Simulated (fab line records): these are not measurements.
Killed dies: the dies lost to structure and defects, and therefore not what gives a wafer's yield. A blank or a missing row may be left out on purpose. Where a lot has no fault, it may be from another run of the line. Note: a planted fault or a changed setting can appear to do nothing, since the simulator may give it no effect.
Matching of chambers -- flow n5-finfet -- N5_BEOL_M5_STRIP_19 on rie-diel-04: 4 sister chambers
The step strips in O2. 14 wafers are shown with their chamber, then 7 later ones without.

## WAFERS PAIRED WITH THEIR CHAMBERS
wafer,chamber,throttle-valve-pct (%),showerhead-plenum-p-Torr (Torr),oes-product-au (a.u.)
L241.1,0,17.03,2.07,0.69
L241.2,1,16.58,2.18,0.74
L241.3,2,16.43,2.05,0.96
L246.1,1,16.63,2.17,0.74
L246.4,2,16.47,2.05,0.92
L246.6,0,17.04,2.07,0.68
L251.1,2,16.47,2.04,0.91
L251.3,1,16.63,2.17,0.72
L251.4,3,16.95,2.06,0.71
L249.2,0,17.06,2.07,0.67
L249.5,3,16.96,2.06,0.71
L249.6,0,17.07,2.06,0.67
L253.3,0,17.06,2.06,0.66
L253.4,1,16.63,2.17,0.72

SIGNATURES, as means of the wafers listed above
reading,chamber 0,chamber 1,chamber 2,chamber 3,scatter within a chamber
throttle-valve-pct,17.0520,16.6175,16.4567,16.9550,0.0202
showerhead-plenum-p-Torr,2.0660,2.1725,2.0467,2.0600,0.00512
oes-product-au,0.6740,0.7300,0.9300,0.7100,0.0152
Rule: a wafer's distance from a chamber is the root of the sum, over the readings, of the square of ((its reading less the chamber's mean) divided by the reading's scatter). The wafer belongs to the nearest chamber; if the next one is less than 2 further off, it can't be placed. How the scatter is found: for the shown wafers, subtract from each reading the mean of its chamber, square and add these, divide the total by (wafers less chambers), then take the root.

## WAFERS MISSING THEIR CHAMBER
wafer,throttle-valve-pct (%),showerhead-plenum-p-Torr (Torr),oes-product-au (a.u.)
L253.6,17.05,2.06,0.66
L254.1,16.49,2.04,0.88
L254.4,16.50,2.04,0.88
L254.5,16.66,2.16,0.72
L255.1,16.49,2.06,1.02
L255.3,16.67,2.16,0.71
L255.5,16.52,2.04,0.87

## THE CHAMBER EACH PASSED THROUGH
wafer,from the rows above,in truth
L253.6,0,0
L254.1,2,2
L254.4,2,2
L254.5,1,1
L255.1,2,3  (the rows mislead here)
L255.3,1,1
L255.5,2,2
Correct placement for 6 of the 7. From these rows, 0 cannot be placed. Number placed wrongly: 1.
